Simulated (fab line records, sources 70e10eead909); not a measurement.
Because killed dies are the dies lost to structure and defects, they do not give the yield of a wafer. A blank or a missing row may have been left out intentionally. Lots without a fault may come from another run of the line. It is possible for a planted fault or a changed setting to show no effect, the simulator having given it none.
Which tool is to blame? || flow nandHarc || 36 wafers from 12 lots sampled at 3 of the route's 1302 steps

WHAT EACH GAUGE READ, for each wafer
NHARC_A_CONTACT_OVL_MEAS_43.
{"lot": "L076", "measured": "day 22 02:49", "on": "overlay-02", "overlayXNm (nm)": "-0.7 -1.3 -0.4"}
{"lot": "L078", "measured": "day 22 16:24", "on": "overlay-01", "overlayXNm (nm)": "0.3 0.5 0.4"}
{"lot": "L075", "measured": "day 24 09:57", "on": "overlay-02", "overlayXNm (nm)": "0.2 0.0 0.2"}
{"lot": "L082", "measured": "day 24 20:28", "on": "overlay-02", "overlayXNm (nm)": "-0.6 -0.2 -0.5"}
{"lot": "L083", "measured": "day 25 07:07", "on": "overlay-01", "overlayXNm (nm)": "1.0 1.2 1.1"}
{"lot": "L085", "measured": "day 26 05:29", "on": "overlay-01", "overlayXNm (nm)": "0.6 0.2 0.4"}
{"lot": "L087", "measured": "day 27 04:02", "on": "overlay-01", "overlayXNm (nm)": "-0.3 0.2 -0.1"}
{"lot": "L090", "measured": "day 27 13:37", "on": "overlay-02", "overlayXNm (nm)": "0.6 0.4 0.6"}
{"lot": "L092", "measured": "day 28 01:05", "on": "overlay-02", "overlayXNm (nm)": "0.7 0.7 0.4"}
{"lot": "L093", "measured": "day 29 03:04", "on": "overlay-01", "overlayXNm (nm)": "-0.7 -0.7 -0.9"}
{"lot": "L094", "measured": "day 30 13:32", "on": "overlay-02", "overlayXNm (nm)": "0.5 -0.1 -0.2"}
{"lot": "L097", "measured": "day 30 19:31", "on": "overlay-01", "overlayXNm (nm)": "-0.3 -0.5 -0.1"}

WHICH TOOL RAN EACH LOT (tool, then ch and the chambers of the sampled wafers, then the start)
{"lot": "L076", "NHARC_A_WL_FILL_ALD_00": "aldHk-04 ch 0,1, day 21 02:51", "NHARC_A_WL_FILL_STRIP_27": "plasmaAsher-02 ch 0,1, day 21 04:30"}
{"lot": "L078", "NHARC_A_WL_FILL_ALD_00": "aldHk-03 ch 0,2, day 21 16:16", "NHARC_A_WL_FILL_STRIP_27": "plasmaAsher-01 ch 0,1, day 21 17:58"}
{"lot": "L075", "NHARC_A_WL_FILL_ALD_00": "aldHk-03 ch 0,1,2, day 23 08:29", "NHARC_A_WL_FILL_STRIP_27": "plasmaAsher-01 ch 0,1, day 23 10:09"}
{"lot": "L082", "NHARC_A_WL_FILL_ALD_00": "aldHk-01 ch 0,2,3, day 23 18:07", "NHARC_A_WL_FILL_STRIP_27": "plasmaAsher-02 ch 0,1, day 23 19:52"}
{"lot": "L083", "NHARC_A_WL_FILL_ALD_00": "aldHk-04 ch 0,2, day 24 03:52", "NHARC_A_WL_FILL_STRIP_27": "plasmaAsher-02 ch 0,1, day 24 05:32"}
{"lot": "L085", "NHARC_A_WL_FILL_ALD_00": "aldHk-01 ch 1,3, day 25 03:39", "NHARC_A_WL_FILL_STRIP_27": "plasmaAsher-02 ch 0, day 25 05:23"}
{"lot": "L087", "NHARC_A_WL_FILL_ALD_00": "aldHk-04 ch 0,1, day 26 02:01", "NHARC_A_WL_FILL_STRIP_27": "plasmaAsher-01 ch 0,1, day 26 04:04"}
{"lot": "L090", "NHARC_A_WL_FILL_ALD_00": "aldHk-03 ch 2,3, day 26 14:43", "NHARC_A_WL_FILL_STRIP_27": "plasmaAsher-02 ch 0, day 26 16:23"}
{"lot": "L092", "NHARC_A_WL_FILL_ALD_00": "aldHk-01 ch 0,2,3, day 26 22:42", "NHARC_A_WL_FILL_STRIP_27": "plasmaAsher-02 ch 0,1, day 27 00:23"}
{"lot": "L093", "NHARC_A_WL_FILL_ALD_00": "aldHk-04 ch 1,2, day 27 22:47", "NHARC_A_WL_FILL_STRIP_27": "plasmaAsher-01 ch 0,1, day 28 00:31"}
{"lot": "L094", "NHARC_A_WL_FILL_ALD_00": "aldHk-04 ch 0,1,3, day 29 07:19", "NHARC_A_WL_FILL_STRIP_27": "plasmaAsher-01 ch 0,1, day 29 09:05"}
{"lot": "L097", "NHARC_A_WL_FILL_ALD_00": "aldHk-01 ch 1,2,3, day 29 19:59", "NHARC_A_WL_FILL_STRIP_27": "plasmaAsher-02 ch 0,1, day 29 21:35"}
- NHARC_A_WL_FILL_ALD_00: deposits Al2O3, target thk 3 nm, pulse time 3 s, ald cycles 30.
- NHARC_A_WL_FILL_STRIP_27: strips in N2/H2, time 20 s.

THE ANSWER, worked out from the rows above alone
Rule: what is usual is taken from the lots themselves. The widest of any qualifying gaps counts: lots, ordered by their means at a reading, are off when they make up no more than a third of the lots, leave a main group of 4 or more, and stand apart from it by 3 or more times the standard deviation of that group's means. A main group whose means are all the same, to the digits that the tables above print for the reading, isn't used. Also off: a lot with no number at a reading for which 4 or more lots have one. Any other lot the step has rows for is counted as sound.
None of the lots is off at any reading shown; this tells nothing.

WHAT THE SIMULATOR PUT IN
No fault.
